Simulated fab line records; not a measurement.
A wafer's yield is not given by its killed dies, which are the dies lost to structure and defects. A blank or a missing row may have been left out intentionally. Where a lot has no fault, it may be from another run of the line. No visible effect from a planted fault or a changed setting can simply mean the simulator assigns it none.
Problem report in the 8D (eight disciplines) form, filled by code ; flow n5_finfet ; the parts of the form that need people (team, actions taken, sign-off) are left out

## 1. PROBLEM STATEMENT
M0_RS at N5_BEOL_M0_RS_MEAS_126 reads a mean of 0.271 ohm/sq on 1 wafer of 1 lot; wafers without a fault read 0.529 ohm/sq with a standard deviation of 0.015. Measured from the usual mean, that is -17 standard deviations.
The step: measures by four-point-probe.
First observed at day 8 09:16: wafer L462.5, on film_metro-01. The record has a number at this step for 30 wafers belonging to 10 lots. By rule, "out" or "out of limits" means more than 4 standard deviations away from the usual mean. All remaining wafers that have a number are taken as sound.

## 2. WHAT IT IS, WHAT IT ISN'T
question;is;is not
which readings at this step;M0_RS;-
which lots;L462;L453, L454, L455, L456, L458, L470, L473, L474, L476
which wafers of those lots;L462.5;L462.4, L462.6
read on which gauges;film_metro-01;film_metro-02
when;from day 8 09:16;"up to then (17 sound wafers); but 12 sound wafers of L470, L473, L474, L476 came after"

## 3. WHAT RULES OUT EACH SUSPECT
Counting: any tool at a process step up to the reading remains a suspect provided it ran every lot that is out. Sound lots after the first of them don't rule it out here, since some wafers of a struck lot are sound.
- the gauge at N5_BEOL_M0_RS_MEAS_126: kept. All the wafers that are out were read on film_metro-01, and no step on other tools shows them out.
- pecvd-01 at N5_BEOL_M0_SAQP_ILD_DEP_01 (deposits SiOC from DEMS/O2, target thk 45.419 nm, time 8.7 s): kept. It processed L462, the lot that is out, at day 7 16:52, and its most recent sound lot before then was L458 at day 6 18:32.
- pvd_sputter-03 at N5_BEOL_M0_SURFACE_TREAT_137: kept. It processed L462, the lot that is out, at day 8 07:16, and its most recent sound lot before then was L453 at day 6 01:31.
- pvd_sputter-03 at N5_BEOL_M0_SPUTTER_134 (material Cu, target thk 4 nm, time 7.37 s): kept. It processed L462, the lot that is out, at day 8 07:49, and its most recent sound lot before then was L453 at day 6 01:55.
- The sound lot-mates ran in chamber 1 of pecvd-01 at N5_BEOL_M0_SAQP_ILD_DEP_01, but the wafers that are out ran in chamber 2.
Left after counting: pecvd-01 at N5_BEOL_M0_SAQP_ILD_DEP_01, pvd_sputter-03 at N5_BEOL_M0_SURFACE_TREAT_137, pvd_sputter-03 at N5_BEOL_M0_SPUTTER_134, film_metro-01 at N5_BEOL_M0_RS_MEAS_126.

## 4. THE CAUSE (what the simulator had put in)
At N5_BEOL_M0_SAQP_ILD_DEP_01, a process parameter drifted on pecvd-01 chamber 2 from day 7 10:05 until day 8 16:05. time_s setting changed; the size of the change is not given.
This tool is one of the 4 suspects left after counting.

## 5. SEQUENCE OF EFFECTS, ordered by route
Each row: a reading where the mean over the struck wafers with a number is more than 3 standard deviations away from the usual. Only readings whose record carries a usual standard deviation are examined. hours: median over the lots of the time between each lot's start at the first step of this table that gives one and its start at this step. sigmas: the change, counted in usual standard deviations.
hours;step;reading;usual;on struck wafers;change;sigmas
0;N5_BEOL_M0_RS_MEAS_126;M0_RS;0.529 ohm/sq;0.271;-0.258;-17
Later steps that measure or inspect, where all struck wafers having a row at the step show a number for every such reading and not one has moved that far: N5_BEOL_M1_THK_MEAS_01, N5_BEOL_M4_RC_MEAS_101.

## 6. HOW IT WOULD HAVE BEEN CAUGHT EARLIER
Counted from the fault's start at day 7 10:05, it took 23 hours until the first out-of-limits reading at a measuring or inspecting step in this record, taken at day 8 09:16.
Tool readings at N5_BEOL_M0_SAQP_ILD_DEP_01 with a usual standard deviation given in the record: none out on any struck wafer, hence no alarm at a limit of 4 standard deviations on them.
Lots out: 1; all had begun N5_BEOL_M0_SAQP_ILD_DEP_01 on pecvd-01 by day 8 09:16. Had the tool been put on hold then, not one of them would have been saved.
